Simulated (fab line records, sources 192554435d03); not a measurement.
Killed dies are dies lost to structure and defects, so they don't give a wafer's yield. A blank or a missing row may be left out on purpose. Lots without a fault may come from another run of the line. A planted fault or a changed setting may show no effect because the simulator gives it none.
One fault seen from 2 desks | flow n5_finfet | each desk has only its own numbers; what lay behind them comes last

THE TOOL OWNER'S DESK: pecvd-01
The tool's own readings at N5_SDB_HM_DEP_00 (deposits SiNx from SiH4/NH3/N2, target thk 40 nm, time 35.3 s): means of the sampled wafers that have a number, for each lot that ran on this tool. A lot is out of limits, marked OUT, if its mean lies more than 4 standard deviations from the usual mean; the brackets give that distance.
Columns: A = heater_power_w at N5_SDB_HM_DEP_00, usual 793 W; B = showerhead_plenum_p_Torr at N5_SDB_HM_DEP_00, usual 5.14 Torr; C = throttle_valve_pct at N5_SDB_HM_DEP_00, usual 40.6 %
lot  | first seen here | A   | B    | C
L990 | day 4 01:58     | 865 | 5.11 | 43.7
L998 | day 6 00:31     | 814 | 5.11 | 39.1
L100 | day 6 12:37     | 830 | 5.11 | 38.7
This desk's finding: nothing out of limits on any of the 3 lots.

THE METROLOGY DESK
What the gauges read, lot by lot, whatever tool the lot ran on: means of the sampled wafers that have a number. A lot is out of limits, marked OUT, if its mean lies more than 4 standard deviations from the usual mean; the brackets give that distance. Of its 10 readings 7 are shown: those that lie furthest out on some lot.
Columns: A = DIBL_N at N5_BEOL_M4_RC_MEAS_101, usual 35.9 mV/V; B = IOFF_N at N5_BEOL_M4_RC_MEAS_101, usual 0.15 nA/um; C = IOFF_P at N5_BEOL_M4_RC_MEAS_101, usual 0.21 nA/um; D = ION_N at N5_BEOL_M4_RC_MEAS_101, usual 672 uA/um; E = ION_P at N5_BEOL_M4_RC_MEAS_101, usual 462 uA/um; F = VT_N at N5_BEOL_M4_RC_MEAS_101, usual 250 mV; G = VT_P at N5_BEOL_M4_RC_MEAS_101, usual -250 mV
lot  | first seen here | A    | B    | C    | D   | E   | F   | G
L990 | day 8 08:46     | 34.9 | 0.14 | 0.22 | 662 | 466 | 252 | -247
L998 | day 10 04:27    | 36.2 | 0.13 | 0.20 | 664 | 461 | 253 | -251
L100 | day 11 04:26    | 39.8 | 0.23 | 0.30 | 701 | 481 | 242 | -242
L107 | day 12 22:49    | 37.7 | 0.17 | 0.22 | 685 | 469 | 250 | -250
This desk's finding: nothing out of limits on any of the 4 lots.

PUT TOGETHER
The tool owner's desk saw nothing out of limits.
The metrology desk saw nothing out of limits.

WHAT THE SIMULATOR HAD PUT IN
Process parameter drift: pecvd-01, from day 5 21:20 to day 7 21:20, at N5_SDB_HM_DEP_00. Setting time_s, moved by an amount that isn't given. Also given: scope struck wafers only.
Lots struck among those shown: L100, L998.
